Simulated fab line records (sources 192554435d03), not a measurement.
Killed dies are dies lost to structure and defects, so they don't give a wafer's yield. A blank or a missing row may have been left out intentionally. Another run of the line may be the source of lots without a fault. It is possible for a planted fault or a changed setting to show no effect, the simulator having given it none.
Problem report in the 8D (eight disciplines) form, filled by code | flow n5Finfet | the parts of the form that need people (team, actions taken, sign-off) are left out

== 1. THE ISSUE ==
exposureDoseMJCm2 at N5_BEOL_M7_EXPOSE_08 reads a mean of 67.04 on 6 wafers of 2 lots; wafers without a fault read 68.20 with a standard deviation of 0.056. Relative to the usual mean, that is a shift of -21 standard deviations.
The step: exposes mask M7.
The first sign was on wafer L900.2 at day 10 12:18, on arfiScanner-02. At this step, 33 wafers from 11 lots have a number in the record. By rule, "out" or "out of limits" means more than 4 standard deviations away from the usual mean. The rest of the wafers with a number are treated as sound.

== 2. WHAT IT IS AND WHAT IT IS NOT ==
question                    | is                     | is not
which readings at this step | exposureDoseMJCm2      | -
which lots                  | L900, L906             | L896, L897, L898, L899, L908, L909, L910, L911, L919
which wafers of those lots  | all that have a number | -
read on which tools         | arfiScanner-02         | arfiScanner-01, arfiScanner-03
when                        | from day 10 12:18      | up to then (12 sound wafers); but 15 sound wafers of L908, L909, L910, L911, L919 came after

== 3. THE SUSPECTS, EACH WITH WHAT RULES IT OUT ==
Counting: a tool at a process step up to the reading stays a suspect if it ran every lot that is out and no sound lot after the first of them.
- arfiScanner-02 at N5_BEOL_M7_EXPOSE_08 (exposes mask M7): kept. It ran every lot that is out, first L900 (day 10 12:18), and no sound lot after that; its last sound lot up to then is L899 (day 10 05:17). Out on those wafers are its own readings of exposureDoseMJCm2.
Left after counting: arfiScanner-02 at N5_BEOL_M7_EXPOSE_08.

== 4. THE CAUSE (what the simulator had put in) ==
Process parameter drift: arfiScanner-02, from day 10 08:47 on, at N5_BEOL_M7_EXPOSE_08. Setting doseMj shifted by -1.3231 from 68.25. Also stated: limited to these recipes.
This tool alone remained once counting was done.

== 5. THE EFFECT CHAIN, in route order ==
Each row: a reading where the mean over the struck wafers with a number is more than 3 standard deviations away from the usual. Only readings whose record carries a usual standard deviation are examined. hours: median over the lots of the time between each lot's start at the first step of this table that gives one and its start at this step. sigmas: the change, counted in usual standard deviations.
hours | step                 | reading           | usual | on struck wafers | change | sigmas
0     | N5_BEOL_M7_EXPOSE_08 | exposureDoseMJCm2 | 68.20 | 67.04            | -1.16  | -21
Here are the process steps it includes:
- N5_BEOL_M7_EXPOSE_08: exposes mask M7.

== 6. HOW IT WOULD HAVE BEEN CAUGHT EARLIER ==
4 hours passed between the start of the fault at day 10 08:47 and the first reading out of limits in this record, taken at day 10 12:18.
